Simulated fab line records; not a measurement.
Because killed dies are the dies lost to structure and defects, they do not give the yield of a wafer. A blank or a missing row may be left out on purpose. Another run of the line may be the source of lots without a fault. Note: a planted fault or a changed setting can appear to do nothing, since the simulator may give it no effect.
Which tool is to blame? + flow n5_finfet + Sampling: 24 lots, 72 wafers, 6 of 1938 route steps

WHAT THE GAUGES SHOWED, per wafer
Not one reading of a measure or inspect step in the record can be checked against a usual standard deviation.

TOOL THAT RAN EACH LOT (tool first, then ch and the chambers of the sampled wafers, then the start)
| lot  | N5_BEOL_M2_HM_OPEN_17             | N5_BEOL_M2_STRIP_97                           | N5_BEOL_M2_DEGAS_44          | N5_BEOL_M2_PRE_CLEAN_45      | N5_BEOL_M2_SPUTTER_94        | N5_BEOL_M2_DEP_57               |
|------|-----------------------------------|-----------------------------------------------|------------------------------|------------------------------|------------------------------|---------------------------------|
| L074 | rie_metal-01 ch 1, day 6 12:34    | rie_diel-02 ch 1,2,3, day 6 18:46 or earlier  | pvd_sputter-01, day 6 18:46  | pvd_sputter-01, day 6 18:48  | pvd_sputter-03, day 6 20:58  | pecvd-03 ch 0,1,2, day 6 22:10  |
| L075 | rie_metal-03 ch 0, day 6 19:22    | rie_diel-06 ch 0,2,3, day 6 21:53 or earlier  | pvd_sputter-03, day 6 21:53  | pvd_sputter-03, day 6 21:56  | pvd_sputter-02, day 7 00:06  | pecvd-04 ch 0,1, day 7 01:30    |
| L076 | rie_metal-02 ch 0,1, day 7 01:25  | rie_diel-01 ch 0,1,2, day 7 03:29 or earlier  | pvd_sputter-01, day 7 03:29  | pvd_sputter-01, day 7 03:31  | pvd_sputter-02, day 7 05:42  | pecvd-02 ch 0,2, day 7 06:55    |
| L077 | rie_metal-02 ch 0,1, day 7 04:05  | rie_diel-02 ch 0,1,3, day 7 08:47 or earlier  | pvd_sputter-01, day 7 08:47  | pvd_sputter-01, day 7 08:49  | pvd_sputter-03, day 7 11:05  | pecvd-02 ch 0,1,2, day 7 12:17  |
| L078 | rie_metal-03 ch 0, day 7 08:54    | rie_diel-01 ch 2,3, day 7 13:58 or earlier    | pvd_sputter-02, day 7 13:58  | pvd_sputter-02, day 7 14:01  | pvd_sputter-01, day 7 17:43  | pecvd-03 ch 1,2, day 7 18:55    |
| L079 | rie_metal-01 ch 0,1, day 7 18:55  | rie_diel-01 ch 1,2,3, day 7 21:37 or earlier  | pvd_sputter-03, day 7 21:37  | pvd_sputter-03, day 7 21:40  | pvd_sputter-02, day 7 23:47  | pecvd-04 ch 0,1,2, day 8 00:59  |
| L080 | rie_metal-02 ch 0,1, day 8 01:16  | rie_diel-01 ch 1,2,3, day 8 05:26 or earlier  | pvd_sputter-03, day 8 05:26  | pvd_sputter-03, day 8 05:28  | pvd_sputter-01, day 8 08:24  | pecvd-03 ch 0,2, day 8 09:50    |
| L082 | rie_metal-03 ch 0,1, day 8 09:46  | rie_diel-01 ch 1,2,3, day 8 19:24 or earlier  | pvd_sputter-03, day 8 19:24  | pvd_sputter-03, day 8 19:26  | pvd_sputter-01, day 8 21:34  | pecvd-02 ch 0,2, day 8 22:46    |
| L081 | rie_metal-02 ch 0,1, day 8 10:32  | rie_diel-01 ch 1,2,3, day 8 15:37 or earlier  | pvd_sputter-02, day 8 15:37  | pvd_sputter-02, day 8 15:39  | pvd_sputter-02, day 8 17:56  | pecvd-02 ch 0,1, day 8 19:08    |
| L083 | rie_metal-02 ch 0, day 8 23:50    | rie_diel-06 ch 1,2,3, day 9 01:44 or earlier  | pvd_sputter-03, day 9 01:44  | pvd_sputter-03, day 9 01:47  | pvd_sputter-03, day 9 03:55  | pecvd-02 ch 1,2, day 9 05:11    |
| L084 | rie_metal-02 ch 0,1, day 9 01:13  | rie_diel-01 ch 0,2,3, day 9 09:37 or earlier  | pvd_sputter-03, day 9 09:37  | pvd_sputter-03, day 9 09:39  | pvd_sputter-03, day 9 11:43  | pecvd-02 ch 1,2, day 9 12:55    |
| L085 | rie_metal-02 ch 0,1, day 9 22:43  | rie_diel-01 ch 1,2,3, day 10 02:54 or earlier | pvd_sputter-01, day 10 02:54 | pvd_sputter-01, day 10 02:56 | pvd_sputter-02, day 10 05:35 | pecvd-04 ch 0,1,2, day 10 06:50 |
| L086 | rie_metal-01 ch 0,1, day 10 00:38 | rie_diel-01 ch 0,3, day 10 04:27 or earlier   | pvd_sputter-03, day 10 04:27 | pvd_sputter-03, day 10 04:29 | pvd_sputter-03, day 10 06:52 | pecvd-03 ch 0,1, day 10 08:05   |
| L087 | rie_metal-03 ch 0,1, day 10 03:36 | rie_diel-01 ch 0,3, day 10 07:58 or earlier   | pvd_sputter-03, day 10 07:58 | pvd_sputter-03, day 10 08:01 | pvd_sputter-03, day 10 10:04 | pecvd-04 ch 0,1, day 10 11:32   |
| L088 | rie_metal-02 ch 1, day 10 06:12   | rie_diel-01 ch 0,3, day 10 11:17 or earlier   | pvd_sputter-02, day 10 11:17 | pvd_sputter-02, day 10 11:20 | pvd_sputter-01, day 10 13:57 | pecvd-04 ch 0,2, day 10 15:37   |
| L089 | rie_metal-03 ch 0,1, day 10 14:58 | rie_diel-02 ch 0,1,3, day 10 21:23 or earlier | pvd_sputter-02, day 10 21:23 | pvd_sputter-02, day 10 21:26 | pvd_sputter-02, day 11 01:12 | pecvd-03 ch 0,1,2, day 11 02:24 |
| L091 | rie_metal-03 ch 0,1, day 10 15:21 | rie_diel-02 ch 0,1,3, day 11 10:51 or earlier | pvd_sputter-01, day 11 10:51 | pvd_sputter-01, day 11 10:53 | pvd_sputter-01, day 11 13:10 | pecvd-03 ch 0,2, day 11 14:42   |
| L090 | rie_metal-03 ch 0,1, day 10 18:12 | rie_diel-02 ch 0,2,3, day 11 02:10 or earlier | pvd_sputter-02, day 11 02:10 | pvd_sputter-02, day 11 02:12 | pvd_sputter-03, day 11 04:20 | pecvd-04 ch 1,2, day 11 05:32   |
| L092 | rie_metal-01 ch 0,1, day 11 02:05 | rie_diel-02 ch 0,3, day 11 09:32 or earlier   | pvd_sputter-02, day 11 09:32 | pvd_sputter-02, day 11 09:35 | pvd_sputter-03, day 11 11:50 | pecvd-03 ch 0,2, day 11 13:56   |
| L093 | rie_metal-01 ch 0, day 11 10:58   | rie_diel-06 ch 0,1,2, day 11 16:14 or earlier | pvd_sputter-03, day 11 16:14 | pvd_sputter-03, day 11 16:17 | pvd_sputter-03, day 11 18:44 | pecvd-03 ch 1,2, day 11 19:57   |
| L094 | rie_metal-01 ch 0,1, day 11 15:23 | rie_diel-06 ch 0,2, day 11 19:21 or earlier   | pvd_sputter-01, day 11 19:21 | pvd_sputter-01, day 11 19:23 | pvd_sputter-01, day 11 21:41 | pecvd-03 ch 0,1,2, day 11 23:20 |
| L095 | rie_metal-01 ch 0,1, day 11 19:53 | rie_diel-02 ch 1,3, day 11 22:04 or earlier   | pvd_sputter-01, day 11 22:04 | pvd_sputter-01, day 11 22:07 | pvd_sputter-01, day 12 02:01 | pecvd-02 ch 0,2, day 12 03:14   |
| L097 | rie_metal-01 ch 0,1, day 12 15:23 | rie_diel-06 ch 1,2,3, day 12 20:22 or earlier | pvd_sputter-03, day 12 20:22 | pvd_sputter-03, day 12 20:24 | pvd_sputter-02, day 12 23:00 | pecvd-04 ch 0,1,2, day 13 00:12 |
| L096 | rie_metal-02 ch 0,1, day 12 15:56 | rie_diel-01 ch 0,2,3, day 12 20:56 or earlier | pvd_sputter-02, day 12 20:56 | pvd_sputter-02, day 12 20:59 | pvd_sputter-01, day 13 00:29 | pecvd-02 ch 0,1, day 13 01:41   |
- N5_BEOL_M2_HM_OPEN_17: chemistry Cl2/BCl3, target TiN, target depth 20 nm, overetch 6 nm.
- N5_BEOL_M2_STRIP_97: strips in N2/H2, time 10 s.
- N5_BEOL_M2_DEGAS_44: time 60 s.
- N5_BEOL_M2_PRE_CLEAN_45: time 30 s.
- N5_BEOL_M2_SPUTTER_94: material Cu, target thk 4.5 nm, time 8.29 s.
- N5_BEOL_M2_DEP_57: deposits SiCN from 3MS/NH3, target thk 8 nm, time 14 s.

AS READ BY THE TOOLS THEMSELVES (means over the sampled wafers that have a number; for cases with no such wafer, the mark the record gives instead)
N5_BEOL_M2_HM_OPEN_17. Usual: drypump_motor_current_A 5.8 A, standard deviation 0.35; oes_product_au 0.64 a.u., standard deviation 0.075; throttle_valve_pct 22.22 %, standard deviation 0.26.
| lot  | tool         | drypump_motor_current_A (A) | oes_product_au (a.u.) | throttle_valve_pct (%) | flag |
|------|--------------|-----------------------------|-----------------------|------------------------|------|
| L074 | rie_metal-01 | 5.5                         | 0.67                  | 22.58                  |      |
| L075 | rie_metal-03 | 6.3                         | 0.67                  | 22.27                  |      |
| L076 | rie_metal-02 | 5.5                         | 0.56                  | 22.24                  |      |
| L077 | rie_metal-02 | 5.7                         | 0.59                  | 22.29                  |      |
| L078 | rie_metal-03 | 6.3                         | 0.67                  | 22.26                  |      |
| L079 | rie_metal-01 | 5.6                         | 0.64                  | 22.38                  |      |
| L080 | rie_metal-02 | 5.7                         | 0.59                  | 22.28                  |      |
| L082 | rie_metal-03 | 5.7                         | 0.77                  | 21.87                  |      |
| L081 | rie_metal-02 | 5.7                         | 0.59                  | 22.29                  |      |
| L083 | rie_metal-02 | 5.3                         | 0.52                  | 22.20                  |      |
| L084 | rie_metal-02 | 5.7                         | 0.59                  | 22.29                  |      |
| L085 | rie_metal-02 | 5.7                         | 0.58                  | 22.30                  |      |
| L086 | rie_metal-01 | 5.6                         | 0.63                  | 22.39                  |      |
| L087 | rie_metal-03 | 5.7                         | 0.75                  | 21.88                  |      |
| L088 | rie_metal-02 | 5.9                         | 0.61                  | 22.35                  |      |
| L089 | rie_metal-03 | 6.0                         | 0.70                  | 22.08                  |      |
| L091 | rie_metal-03 | 5.7                         | 0.74                  | 21.91                  |      |
| L090 | rie_metal-03 | 6.0                         | 0.69                  | 22.09                  |      |
| L092 | rie_metal-01 | 5.6                         | 0.63                  | 22.39                  |      |
| L093 | rie_metal-01 | 6.0                         | 0.59                  | 21.98                  |      |
| L094 | rie_metal-01 | 5.6                         | 0.62                  | 22.42                  |      |
| L095 | rie_metal-01 | 5.8                         | 0.61                  | 22.19                  |      |
| L097 | rie_metal-01 | 5.7                         | 0.63                  | 22.39                  |      |
| L096 | rie_metal-02 | 5.7                         | 0.66                  | 22.23                  |      |

N5_BEOL_M2_STRIP_97. Usual: drypump_motor_current_A 5.7 A, standard deviation 0.37; oes_product_au 0.82 a.u., standard deviation 0.1; rf_vpp_V 59.2 V, standard deviation 0.81; showerhead_plenum_p_Torr 2.52 Torr, standard deviation 0.072; throttle_valve_pct 23.52 %, standard deviation 0.22.
| lot  | tool        | drypump_motor_current_A (A) | oes_product_au (a.u.) | rf_vpp_V (V) | showerhead_plenum_p_Torr (Torr) | throttle_valve_pct (%) | flag |
|------|-------------|-----------------------------|-----------------------|--------------|---------------------------------|------------------------|------|
| L074 | rie_diel-02 | 5.6                         | 0.86                  | 59.6         | 2.54                            | 23.45                  |      |
| L075 | rie_diel-06 | 5.7                         | 0.83                  | 60.4         | 2.53                            | 23.65                  |      |
| L076 | rie_diel-01 | 5.5                         | 0.75                  | 58.7         | 2.49                            | 23.72                  |      |
| L077 | rie_diel-02 | 5.7                         | 0.80                  | 58.9         | 2.59                            | 23.46                  |      |
| L078 | rie_diel-01 | 6.2                         | 0.96                  | 59.4         | 2.49                            | 23.33                  |      |
| L079 | rie_diel-01 | 5.9                         | 0.85                  | 59.2         | 2.49                            | 23.53                  |      |
| L080 | rie_diel-01 | 5.9                         | 0.85                  | 58.3         | 2.49                            | 23.53                  |      |
| L082 | rie_diel-01 | 5.9                         | 0.84                  | 59.3         | 2.49                            | 23.54                  |      |
| L081 | rie_diel-01 | 5.9                         | 0.84                  | 58.5         | 2.49                            | 23.53                  |      |
| L083 | rie_diel-06 | 5.8                         | 0.78                  | 60.8         | 2.47                            | 23.57                  |      |
| L084 | rie_diel-01 | 5.8                         | 0.91                  | 58.6         | 2.48                            | 23.40                  |      |
| L085 | rie_diel-01 | 5.9                         | 0.82                  | 59.5         | 2.49                            | 23.56                  |      |
| L086 | rie_diel-01 | 6.0                         | 0.92                  | 59.0         | 2.49                            | 23.44                  |      |
| L087 | rie_diel-01 | 6.0                         | 0.92                  | 58.5         | 2.49                            | 23.45                  |      |
| L088 | rie_diel-01 | 6.0                         | 0.92                  | 59.9         | 2.49                            | 23.43                  |      |
| L089 | rie_diel-02 | 5.6                         | 0.76                  | 59.4         | 2.58                            | 23.49                  |      |
| L091 | rie_diel-02 | 5.6                         | 0.76                  | 59.3         | 2.57                            | 23.48                  |      |
| L090 | rie_diel-02 | 5.6                         | 0.76                  | 59.5         | 2.57                            | 23.48                  |      |
| L092 | rie_diel-02 | 5.4                         | 0.71                  | 59.3         | 2.62                            | 23.46                  |      |
| L093 | rie_diel-06 | 5.5                         | 0.80                  | 59.2         | 2.56                            | 23.46                  |      |
| L094 | rie_diel-06 | 5.4                         | 0.82                  | 59.6         | 2.61                            | 23.58                  |      |
| L095 | rie_diel-02 | 5.4                         | 0.75                  | 59.2         | 2.57                            | 23.48                  |      |
| L097 | rie_diel-06 | 5.8                         | 0.84                  | 59.4         | 2.57                            | 23.49                  |      |
| L096 | rie_diel-01 | 5.8                         | 0.87                  | 59.4         | 2.47                            | 23.44                  |      |

N5_BEOL_M2_DEGAS_44. Usual: heater_power_w reads 338 W (standard deviation 38).
| lot  | tool           | heater_power_w (W) | flag |
|------|----------------|--------------------|------|
| L074 | pvd_sputter-01 | 330                |      |
| L075 | pvd_sputter-03 | 351                |      |
| L076 | pvd_sputter-01 | 321                |      |
| L077 | pvd_sputter-01 | 299                |      |
| L078 | pvd_sputter-02 | 332                |      |
| L079 | pvd_sputter-03 | 375                |      |
| L080 | pvd_sputter-03 | 337                |      |
| L082 | pvd_sputter-03 | 343                |      |
| L081 | pvd_sputter-02 | 354                |      |
| L083 | pvd_sputter-03 | 343                |      |
| L084 | pvd_sputter-03 | 336                |      |
| L085 | pvd_sputter-01 | 294                |      |
| L086 | pvd_sputter-03 | 346                |      |
| L087 | pvd_sputter-03 | 342                |      |
| L088 | pvd_sputter-02 | 334                |      |
| L089 | pvd_sputter-02 | 336                |      |
| L091 | pvd_sputter-01 | 331                |      |
| L090 | pvd_sputter-02 | 331                |      |
| L092 | pvd_sputter-02 | 321                |      |
| L093 | pvd_sputter-03 | 383                |      |
| L094 | pvd_sputter-01 | 319                |      |
| L095 | pvd_sputter-01 | 325                |      |
| L097 | pvd_sputter-03 | 393                |      |
| L096 | pvd_sputter-02 | 323                |      |

N5_BEOL_M2_PRE_CLEAN_45. Usual: heater_power_w reads 338 W (standard deviation 38).
| lot  | tool           | heater_power_w (W) | flag |
|------|----------------|--------------------|------|
| L074 | pvd_sputter-01 | 333                |      |
| L075 | pvd_sputter-03 | 354                |      |
| L076 | pvd_sputter-01 | 321                |      |
| L077 | pvd_sputter-01 | 300                |      |
| L078 | pvd_sputter-02 | 334                |      |
| L079 | pvd_sputter-03 | 372                |      |
| L080 | pvd_sputter-03 | 339                |      |
| L082 | pvd_sputter-03 | 340                |      |
| L081 | pvd_sputter-02 | 352                |      |
| L083 | pvd_sputter-03 | 344                |      |
| L084 | pvd_sputter-03 | 340                |      |
| L085 | pvd_sputter-01 | 288                |      |
| L086 | pvd_sputter-03 | 335                |      |
| L087 | pvd_sputter-03 | 341                |      |
| L088 | pvd_sputter-02 | 334                |      |
| L089 | pvd_sputter-02 | 335                |      |
| L091 | pvd_sputter-01 | 330                |      |
| L090 | pvd_sputter-02 | 336                |      |
| L092 | pvd_sputter-02 | 323                |      |
| L093 | pvd_sputter-03 | 384                |      |
| L094 | pvd_sputter-01 | 320                |      |
| L095 | pvd_sputter-01 | 322                |      |
| L097 | pvd_sputter-03 | 387                |      |
| L096 | pvd_sputter-02 | 322                |      |

N5_BEOL_M2_SPUTTER_94. Usual: chuck_gas_flow_sccm 1.26 sccm, standard deviation 0.056; substrate_temp_c -19.99 C, standard deviation 0.1; throttle_valve_pct 29.6 %, standard deviation 1.
| lot  | tool           | chuck_gas_flow_sccm (sccm) | substrate_temp_c (C) | throttle_valve_pct (%) | flag |
|------|----------------|----------------------------|----------------------|------------------------|------|
| L074 | pvd_sputter-03 | 1.33                       | -20.09               | 30.1                   |      |
| L075 | pvd_sputter-02 | 1.25                       | -20.01               | 29.3                   |      |
| L076 | pvd_sputter-02 | 1.22                       | -19.97               | 28.7                   |      |
| L077 | pvd_sputter-03 | 1.27                       | -20.03               | 30.4                   |      |
| L078 | pvd_sputter-01 | 1.19                       | -20.04               | 29.7                   |      |
| L079 | pvd_sputter-02 | 1.29                       | -20.00               | 29.7                   |      |
| L080 | pvd_sputter-01 | 1.23                       | -20.07               | 29.6                   |      |
| L082 | pvd_sputter-01 | 1.20                       | -20.01               | 29.5                   |      |
| L081 | pvd_sputter-02 | 1.28                       | -20.03               | 29.1                   |      |
| L083 | pvd_sputter-03 | 1.26                       | -19.97               | 29.5                   |      |
| L084 | pvd_sputter-03 | 1.22                       | -19.90               | 30.3                   |      |
| L085 | pvd_sputter-02 | 1.26                       | -19.95               | 29.6                   |      |
| L086 | pvd_sputter-03 | 1.22                       | -20.09               | 29.7                   |      |
| L087 | pvd_sputter-03 | 1.20                       | -20.01               | 30.3                   |      |
| L088 | pvd_sputter-01 | 1.20                       | -19.99               | 30.2                   |      |
| L089 | pvd_sputter-02 | 1.20                       | -20.06               | 29.0                   |      |
| L091 | pvd_sputter-01 | 1.24                       | -19.96               | 29.5                   |      |
| L090 | pvd_sputter-03 | 1.29                       | -20.04               | 30.3                   |      |
| L092 | pvd_sputter-03 | 1.31                       | -19.97               | 30.4                   |      |
| L093 | pvd_sputter-03 | 1.34                       | -19.89               | 29.6                   |      |
| L094 | pvd_sputter-01 | 1.27                       | -19.99               | 29.5                   |      |
| L095 | pvd_sputter-01 | 1.28                       | -19.91               | 29.0                   |      |
| L097 | pvd_sputter-02 | 1.29                       | -19.97               | 29.5                   |      |
| L096 | pvd_sputter-01 | 1.29                       | -20.03               | 29.6                   |      |

N5_BEOL_M2_DEP_57. Usual: showerhead_plenum_p_Torr 3.660 Torr, standard deviation 0.022; throttle_valve_pct 8.9 %, standard deviation 0.53.
| lot  | tool     | showerhead_plenum_p_Torr (Torr) | throttle_valve_pct (%) | flag |
|------|----------|---------------------------------|------------------------|------|
| L074 | pecvd-03 | 3.655                           | 8.9                    |      |
| L075 | pecvd-04 | 3.651                           | 9.2                    |      |
| L076 | pecvd-02 | 3.673                           | 9.0                    |      |
| L077 | pecvd-02 | 3.659                           | 9.0                    |      |
| L078 | pecvd-03 | 3.679                           | 9.1                    |      |
| L079 | pecvd-04 | 3.658                           | 9.0                    |      |
| L080 | pecvd-03 | 3.641                           | 8.7                    |      |
| L082 | pecvd-02 | 3.666                           | 9.0                    |      |
| L081 | pecvd-02 | 3.661                           | 9.0                    |      |
| L083 | pecvd-02 | 3.660                           | 9.0                    |      |
| L084 | pecvd-02 | 3.661                           | 9.1                    |      |
| L085 | pecvd-04 | 3.661                           | 9.0                    |      |
| L086 | pecvd-03 | 3.642                           | 9.1                    |      |
| L087 | pecvd-04 | 3.650                           | 9.1                    |      |
| L088 | pecvd-04 | 3.673                           | 9.5                    |      |
| L089 | pecvd-03 | 3.661                           | 8.8                    |      |
| L091 | pecvd-03 | 3.643                           | 8.7                    |      |
| L090 | pecvd-04 | 3.664                           | 8.4                    |      |
| L092 | pecvd-03 | 3.661                           | 8.3                    |      |
| L093 | pecvd-03 | 3.683                           | 8.5                    |      |
| L094 | pecvd-03 | 3.657                           | 8.9                    |      |
| L095 | pecvd-02 | 3.665                           | 9.1                    |      |
| L097 | pecvd-04 | 3.663                           | 9.1                    |      |
| L096 | pecvd-02 | 3.661                           | 8.6                    |      |

THE ANSWER, worked out from the rows above alone
Rule: a lot is off if the mean of its wafers that have a number lies more than 3 standard deviations from the usual mean. Also off: a lot with no number at a reading for which 4 or more lots have one. The other lots that the step has rows for count as sound. Order of review: gauges by route order, followed by the tools' own readings, for which a lot's mean as printed above is used. The first step at which some lot is off is used, and at that step the reading that is off furthest; a lot without a number counts as furthest.
No lot is off at any reading shown: from this, nothing can be told.

WHAT THE SIMULATOR HAD INSERTED
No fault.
